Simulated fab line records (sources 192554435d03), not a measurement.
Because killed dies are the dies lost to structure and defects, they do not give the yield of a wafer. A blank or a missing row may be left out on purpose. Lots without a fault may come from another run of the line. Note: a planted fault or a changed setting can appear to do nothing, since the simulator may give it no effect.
Problem report, 8D (eight disciplines) form, completed by code -- flow n5_finfet -- the parts of the form that need people (team, actions taken, sign-off) are left out

== 1. WHAT IS WRONG ==
N5_BEOL_M7_OCD_MEAS_38, trench_depth_nm: mean 104.9 nm over 1 wafer from 1 lot; wafers with no fault: 93.9 nm, standard deviation 1.9. Relative to the usual mean, that is a shift of +5.8 standard deviations.
Earliest sighting: wafer L794.6 on ocd-01 at day 14 18:21. Wafers with a number at this step in the record: 27, from 9 lots. By rule, "out" or "out of limits" means more than 4 standard deviations away from the usual mean. Any other wafer with a number is counted as sound.

== 2. WHAT THIS IS AND IS NOT ==
question,is,is not
which readings at this step,trench_depth_nm,-
which lots,L794,"L789, L792, L801, L803, L806, L809, L810, L811"
which wafers of those lots,L794.6,"L794.1, L794.5"
read on which gauges,ocd-01,ocd-02
when,from day 14 18:21,"up to then (8 sound wafers); but 18 sound wafers of L801, L803, L806, L809, L810, L811 came after"

== 3. THE SUSPECTS, EACH WITH WHAT RULES IT OUT ==
Counting: if a tool at a process step up to the reading ran every lot that is out, it stays a suspect. Sound lots after the first of them don't rule it out here, since some wafers of a struck lot are sound.
- ruled out: the gauge at N5_BEOL_M7_OCD_MEAS_38. All the wafers that are out were read on ocd-01, but those of them that N5_BEOL_M7_TRENCH_ETCH_37 has rows for are out there too, on other tools.
- rie_metal-02 at N5_BEOL_M7_HM_OPEN_17 (chemistry Cl2/BCl3, target TiN, target depth 20 nm, overetch 6 nm): kept. It processed L794, the lot that is out, at day 14 14:45, and its most recent sound lot before then was L789 at day 11 15:41.
- rie_diel-01 at N5_BEOL_M7_TRENCH_ETCH_37 (etches SiCOH lowk in C4F6/O2, target depth 93.478 nm, time 31.2 s): kept. It ran the lot that is out, L794 (day 14 18:11). On those wafers its own readings are out: bias_w, rf_vpp_V.
- rie_diel-01 at N5_BEOL_M7_STRIP_80 (strips in N2/H2, time 10 s): kept. It ran the lot that is out, L794 (day 14 18:21). Because N5_BEOL_M7_STRIP_80 lacks a start for some lots, the hours and order of its lots are taken from N5_BEOL_M7_OCD_MEAS_38.
- Within rie_diel-01 at N5_BEOL_M7_TRENCH_ETCH_37, the wafers that are out were processed in chamber 0 and their sound lot-mates in chamber 3.
- Within rie_diel-01 at N5_BEOL_M7_STRIP_80, the wafers that are out were processed in chamber 0 and their sound lot-mates in chamber 3.
After the count, these remain: rie_metal-02 at N5_BEOL_M7_HM_OPEN_17, rie_diel-01 at N5_BEOL_M7_TRENCH_ETCH_37 and rie_diel-01 at N5_BEOL_M7_STRIP_80.

== 4. THE CAUSE (what the simulator had put in) ==
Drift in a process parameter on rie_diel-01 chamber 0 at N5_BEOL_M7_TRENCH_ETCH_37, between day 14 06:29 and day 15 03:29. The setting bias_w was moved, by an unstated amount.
Counting leaves 3 suspects; this tool is one of them.

== 5. THE CHAIN OF EFFECTS, in route order ==
Each row: a reading where the mean over the struck wafers with a number is more than 3 standard deviations away from the usual. Only readings for which the record gives a usual standard deviation are gone through. hours: the time from each lot's start at the first step in this table that gives one to its start at this step, as a median over the lots. sigmas: the change in usual standard deviations.
hours,step,reading,usual,on struck wafers,change,sigmas
0,N5_BEOL_M7_TRENCH_ETCH_37,bias_w,185.0 W,243.4,+58.4,+99 or more
0,N5_BEOL_M7_TRENCH_ETCH_37,rf_vpp_V,656 V,831,+175,+18
0,N5_BEOL_M7_OCD_MEAS_38,trench_depth_nm,93.9 nm,104.9,+11.0,+5.8
3,N5_BEOL_M7_THK_MEAS_53,M7_THK,78.9 nm,90.1,+11.2,+5.1
3,N5_BEOL_M7_RS_MEAS_57,M7_RS,0.287 ohm/sq,0.245,-0.042,-4.7
Its process steps:
- N5_BEOL_M7_TRENCH_ETCH_37: etches SiCOH lowk in C4F6/O2, target depth 93.478 nm, time 31.2 s.

== 6. HOW IT WOULD HAVE BEEN CAUGHT EARLIER ==
The first out-of-limits reading at a measuring or inspecting step in this record came at day 14 18:21, 12 hours after the fault's start at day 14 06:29.
The tool's own readings at N5_BEOL_M7_TRENCH_ETCH_37 were out on every struck wafer that the step has a row for (bias_w, rf_vpp_V): an alarm limit on them would have fired on the first of those.
The start of N5_BEOL_M7_TRENCH_ETCH_37 on rie_diel-01 came by day 14 18:21 for every one of the lots that are out (1). Holding the tool at that point would not have protected any of them.
